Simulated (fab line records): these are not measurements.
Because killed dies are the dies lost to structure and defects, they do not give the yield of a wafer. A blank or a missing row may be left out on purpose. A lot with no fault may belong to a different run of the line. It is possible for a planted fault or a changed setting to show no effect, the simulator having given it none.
Lot-split experiment    flow n5Finfet    7 lots, 21 wafers read, on a route of 1938 steps

THE SPLIT
At N5_BEOL_M13_COAT_58 (time 60 s, resist thk 89 nm), the setting spinRpm was moved away from the recipe's 1500 rpm on 5 of the 21 wafers read, by -9.0% to -3.7%. This setting was run at the recipe's value on the other wafers.

FROM THE SPLIT TO THE READING: what the file shows between them, 3 steps
- N5_BEOL_M13_COAT_04: resist thk 400 nm
- N5_BEOL_M13_EBR_06
- N5_BEOL_M13_DESCUM_15: chemistry O2, time 7.9 s

THE READING
etch.depthNm (the simulator's own value, which no gauge read), in nm, at N5_BEOL_M13_ETCH_59 (etches BARC in N2/H2, target depth 89 nm, overetch 26.7 nm, time 67.9 s). The file gives no usual value for it. The 16 wafers here that ran the recipe average 89.01 nm, standard deviation 0.21 nm.

wafer   tool, chamber at the split  spinRpm as run, rpm  against the recipe  etch.depthNm, nm  against lot-mates on the recipe
L079.1  lithoTrack-03, 0            1365                 -9.0%               93.25             +3.93
L079.2  lithoTrack-03, 0            1500                 recipe              89.32             -
L079.5  lithoTrack-03, 0            1365                 -9.0%               93.67             +4.35
L081.2  lithoTrack-02, 0            1500                 recipe              89.07             -
L081.3  lithoTrack-02, 0            1500                 recipe              88.94             -
L081.6  lithoTrack-02, 0            1500                 recipe              89.18             -
L083.4  lithoTrack-04, 0            1500                 recipe              88.85             -
L083.5  lithoTrack-04, 0            1500                 recipe              88.99             -
L083.6  lithoTrack-04, 0            1500                 recipe              88.93             -
L089.1  lithoTrack-04, 0            1500                 recipe              88.91             -
L089.4  lithoTrack-04, 0            1500                 recipe              88.81             -
L089.6  lithoTrack-04, 0            1500                 recipe              88.79             -
L091.1  lithoTrack-04, 0            1500                 recipe              88.53             -
L091.3  lithoTrack-04, 0            1444                 -3.7%               90.85             +2.04
L091.4  lithoTrack-04, 0            1500                 recipe              89.08             -
L094.1  lithoTrack-02, 0            1500                 recipe              89.31             -
L094.4  lithoTrack-02, 0            1500                 recipe              89.26             -
L094.6  lithoTrack-02, 0            1500                 recipe              89.17             -
L095.1  lithoTrack-02, 0            1394                 -7.1%               92.78             +3.74
L095.3  lithoTrack-02, 0            1394                 -7.1%               92.26             +3.22
L095.6  lithoTrack-02, 0            1500                 recipe              89.04             -

THE FIT
A straight line over all 21 wafers: etch.depthNm changes by -0.495 nm for each +1% of spinRpm; r = -0.99; the points scatter about the line by 0.22 nm.
The same after taking each lot's own level away (the mean of its wafers on the recipe; 21 wafers): -0.475 nm for each +1%; r = -0.99; scatter 0.17 nm.
That fit puts the effect of the largest move of spinRpm on the reading at 4.3 nm.
Across the lots, their own levels run from 88.805 to 89.320 nm, a range of 2.5 times the standard deviation given above.
Hence the lot-to-lot level has little effect on the slope; both slopes agree.
Check: for one of the wafers moved furthest among these (-9.0%), held out of the fit, the line's prediction against its lot-mates is +4.43 nm. It came out at +3.93 nm against them.

THE OTHER SPLITS THESE WAFERS WENT THROUGH
Before the reading, these wafers also passed through other splits. Each is held against what the fit with the lots' levels taken away leaves over:
other split on the same wafers  wafers away from the commonest value  r with etch.depthNm (lot level and that fit taken away)
N5_BEOL_M13_ILD_DEP_00 timeS    7                                     +0.16

THE WHOLE CHAIN: every reading that the file lists as answering this split, in the file's order
step                  what it does                                                             reading                                                                          change (the file's fit)                r (the file's)
N5_BEOL_M13_COAT_58   time 60 s, resist thk 89 nm                                              BARC_of_BEOL_M13_COAT_58.thkNm (the simulator's own value, which no gauge read)  -0.471 nm for each +1% of the setting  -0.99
N5_BEOL_M13_ETCH_59   etches BARC in N2/H2, target depth 89 nm, overetch 26.7 nm, time 67.9 s  etch.depthNm (the simulator's own value, which no gauge read)                    -0.48 nm for each +1% of the setting   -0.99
N5_BEOL_M13_STRIP_64  strips in N2/H2                                                          stripTimeToEndpointS                                                             withheld for each +1% of the setting   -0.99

FILE'S OWN FIT
etch.depthNm changes by -0.48 nm for each +1% of spinRpm, r = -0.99.
